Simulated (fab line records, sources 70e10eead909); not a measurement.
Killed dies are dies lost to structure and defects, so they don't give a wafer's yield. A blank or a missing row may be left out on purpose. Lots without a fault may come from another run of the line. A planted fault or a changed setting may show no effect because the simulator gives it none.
Problem report in the 8D (eight disciplines) form, filled by code | flow nand_harc | the parts of the form that need people (team, actions taken, sign-off) are left out

1. THE PROBLEM
killed_at_array at NHARC_END_SORT_01 reads a mean of 590 on 2 wafers of 2 lots; wafers without a fault read 27 with a standard deviation of 10. That is +56 standard deviations from the usual mean.
First seen on wafer L332.4, day 22 00:17, on prober-01. The record holds 6 wafers of 2 lots with a number at this step. Rule for "out", or "out of limits": more than 4 standard deviations from the usual mean. The other wafers with a number count as sound.

2. WHAT IT IS AND WHAT IT IS NOT
question                    | is                           | is not
which readings at this step | killed_at_array, killed_dies | killed_at_other, killed_at_periphery, killed_short
which lots                  | L331, L332                   | -
which wafers of those lots  | L331.4, L332.4               | L331.3, L331.5, L332.1, L332.2
read on which gauges        | prober-01, prober-02         | -
when                        | from day 22 00:17            | up to then (2 sound wafers); but 2 sound wafers of L331 came after

3. SUSPECTS, AND WHAT RULES EACH OUT
Counting: a tool at a process step up to the reading stays a suspect if it ran every lot that is out. Sound lots after the first of them don't rule it out here, since some wafers of a struck lot are sound.
- the gauge at NHARC_END_SORT_01: ruled out. The wafers that are out were read on 2 gauges (prober-01, prober-02).
- rie_diel-07 at NHARC_A_CHANNEL_FILL_D1_ETCHBACK_20 (etches the open film in C4F8/O2/Ar, target depth 27 nm, time 13.5 s): kept. It ran every lot that is out, first L332 (day 12 22:35). Its own readings are out on those wafers: run_length_s.
Left after counting: rie_diel-07 at NHARC_A_CHANNEL_FILL_D1_ETCHBACK_20.

4. THE CAUSE (what the simulator had put in)
Process parameter drift: rie_diel-07, from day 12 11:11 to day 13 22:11, at NHARC_A_CHANNEL_FILL_D1_ETCHBACK_20. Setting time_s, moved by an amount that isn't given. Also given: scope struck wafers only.
Counting left only this tool.

5. THE CHAIN OF EFFECTS, in route order
Each row: a reading whose mean over the struck wafers that have a number lies more than 3 standard deviations from the usual. Only readings for which the record gives a usual standard deviation are gone through. hours: the time from each lot's start at the first step in this table that gives one to its start at this step, as a median over the lots. sigmas: the change in usual standard deviations.
hours | step                                | reading         | usual  | on struck wafers | change | sigmas
0     | NHARC_A_CHANNEL_FILL_D1_ETCHBACK_20 | run_length_s    | 34.6 s | 30.8             | -3.8   | -7.8
219   | NHARC_END_SORT_01                   | killed_at_array | 27     | 590              | +564   | +56
219   | NHARC_END_SORT_01                   | killed_dies     | 30     | 592              | +562   | +56
The process steps in it:
- NHARC_A_CHANNEL_FILL_D1_ETCHBACK_20: etches the open film in C4F8/O2/Ar, target depth 27 nm, time 13.5 s.

6. WHAT WOULD HAVE CAUGHT IT SOONER
In this record the first reading out of limits at a measuring or inspecting step was taken at day 22 00:17, 229 hours after the fault began at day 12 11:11.
The tool's own readings at NHARC_A_CHANNEL_FILL_D1_ETCHBACK_20 were out on every struck wafer that the step has a row for (run_length_s): an alarm limit on them would have fired on the first of those.
All the lots that are out (2) had begun NHARC_A_CHANNEL_FILL_D1_ETCHBACK_20 on rie_diel-07 by day 22 00:17. A hold on the tool at that time would have spared none of them.
